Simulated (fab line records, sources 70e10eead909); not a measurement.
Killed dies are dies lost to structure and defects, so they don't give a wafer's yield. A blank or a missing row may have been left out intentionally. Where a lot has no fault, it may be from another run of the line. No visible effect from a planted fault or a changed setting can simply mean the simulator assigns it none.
A lot that was struck, set against a sound lot ; flow nand harc ; 15 out of 1159 route steps
Sound: the wafers L999.1, L999.2, L999.6. Struck: wafers L117.3, L117.4, L117.6. The cause is given at the end.
At each step with rows: each side's tool, then ch and its chambers, then its first start. Under that, the readings that differ: sound wafers ; struck wafers ; difference of the means ; sigmas: that difference in standard deviations of wafers without a fault.
alike: readings with means less than 2 such deviations apart, plus words and numbers identical on both sides. not compared: withheld readings, readings lacking a value on some wafer, bounds such as >300 that could conceal the same value, and numbers that have no deviation in the record and whose values overlap.
Wherever a step has rows on one side only, a row that says differs or no value, or a row with sigmas, the two part there. Non-overlapping numbers with no deviation appear without sigmas and do not part them. A reading missing from all wafers of one side parts the sides only when that side holds two or more wafers.

first, 1 step without rows for these wafers: NHARC_A_CHANNEL_HOLE_D1_ETCH_19 (etches the open film in C4F8/O2/Ar, time 34.5 s).
NHARC_A_CHANNEL_HOLE_D1_ETCH_20: etches the open film in C4F8/O2/Ar, time 361.9 s, target depth 1600 nm.
  sound on har etch-02 ch 0,1, day 8 21:25; struck on har etch-02 ch 0,1, day 13 07:40
  alike: drypump motor current A, run length s, showerhead plenum p Torr, throttle valve pct
  not compared: rf hours counter h
then, 1 step without rows for these wafers: NHARC_A_CHANNEL_HOLE_D1_ETCH_21 (etches the open film in C4F8/O2/Ar, time 514.3 s, target depth 1600 nm).
NHARC_A_CHANNEL_HOLE_D1_ETCH_22: etches the open film in C4F8/O2/Ar, time 666.7 s, target depth 1600 nm.
  sound on har etch-02 ch 0,1, day 8 22:10; struck on har etch-02 ch 0,1, day 13 08:31
  alike: drypump motor current A, run length s, showerhead plenum p Torr, throttle valve pct
  not compared: rf hours counter h
NHARC_A_CHANNEL_HOLE_D1_ETCH_23: etches the open film in C4F8/O2/Ar, time 819 s, target depth 1600 nm.
  sound on har etch-02 ch 0,1, day 8 22:43; struck on har etch-02 ch 0,1, day 13 09:08
  alike: drypump motor current A, run length s, showerhead plenum p Torr, throttle valve pct
  not compared: rf hours counter h
NHARC_A_CHANNEL_HOLE_D1_ETCH_24: etches the open film in C4F8/O2/Ar, time 906.2 s, target depth 1500 nm.
  sound on har etch-02 ch 0,1, day 8 23:25; struck on har etch-02 ch 0,1, day 13 09:51
  alike: drypump motor current A, run length s, showerhead plenum p Torr, throttle valve pct
  not compared: rf hours counter h
then, 2 steps without rows for these wafers: NHARC_A_CHANNEL_HOLE_D1_ETCH_25 (etches the open film in C4F8/O2/Ar, time 1040.2 s, target depth 1500 nm); NHARC_A_CHANNEL_HOLE_D1_ETCH_26 (etches the open film in C4F8/O2/Ar, time 224.1 s, target depth 300 nm).
NHARC_A_CHANNEL_HOLE_D1_ETCH_33: etches the open film in C4F8/O2/Ar, time 90 s, target depth 400 nm.
  sound on har etch-02 ch 0,1, day 9 01:16; struck on har etch-02 ch 0,1, day 13 11:31
  alike: drypump motor current A, run length s, showerhead plenum p Torr, throttle valve pct
  not compared: rf hours counter h
then, 3 steps without rows for these wafers: NHARC_A_CHANNEL_HOLE_D1_STRIP_41 (strips in N2/H2); NHARC_A_CHANNEL_HOLE_D1_STRIP_42 (strips in CF4/CHF3); NHARC_A_CHANNEL_HOLE_D1_STRIP_43 (strips in O2/COS).
NHARC_A_CHANNEL_HOLE_D1_ETCH_44: etches the open film in CF4/O2, target depth 140 nm, overetch 14 nm, time 77 s.
  sound on rie diel-04 ch 0,3, day 9 02:34; struck on rie diel-04 ch 0,1,3, day 13 12:11
reading;sound;struck;difference;sigmas
run length s (s);97.9 98.6 98.4;86.9 85.8 86.3;-12.0;-27
  alike: drypump motor current A, oes product au, rf vpp V, showerhead plenum p Torr, throttle valve pct
  not compared: rf hours counter h
then, 1 step without rows for these wafers: NHARC_A_CHANNEL_HOLE_D1_STRIP_27 (strips in O2).
-- jump in the record: it breaks off in module A_CHANNEL_HOLE_D1 and resumes in module END (first step shown: number 1159 of the route), and 11 days separate the struck wafers' starts before and after --
NHARC_END_SORT_01:
  sound on prober-01 ch 0, day 20 18:25; struck on prober-02 ch 0, day 24 16:09
reading;sound;struck;difference;sigmas
killed at array;17 11 20;672 674 677;+658;+60
killed dies;20 15 31;677 677 677;+655;+55
  alike: killed at other, killed at periphery, killed open, killed short

WHERE THEY PART
At NHARC_A_CHANNEL_HOLE_D1_ETCH_44 first; at NHARC_END_SORT_01 last (within this record only).

WHY: the cause the simulator had injected
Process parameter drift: rie diel-04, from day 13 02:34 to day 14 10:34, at NHARC_A_CHANNEL_HOLE_D1_ETCH_44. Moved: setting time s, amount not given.
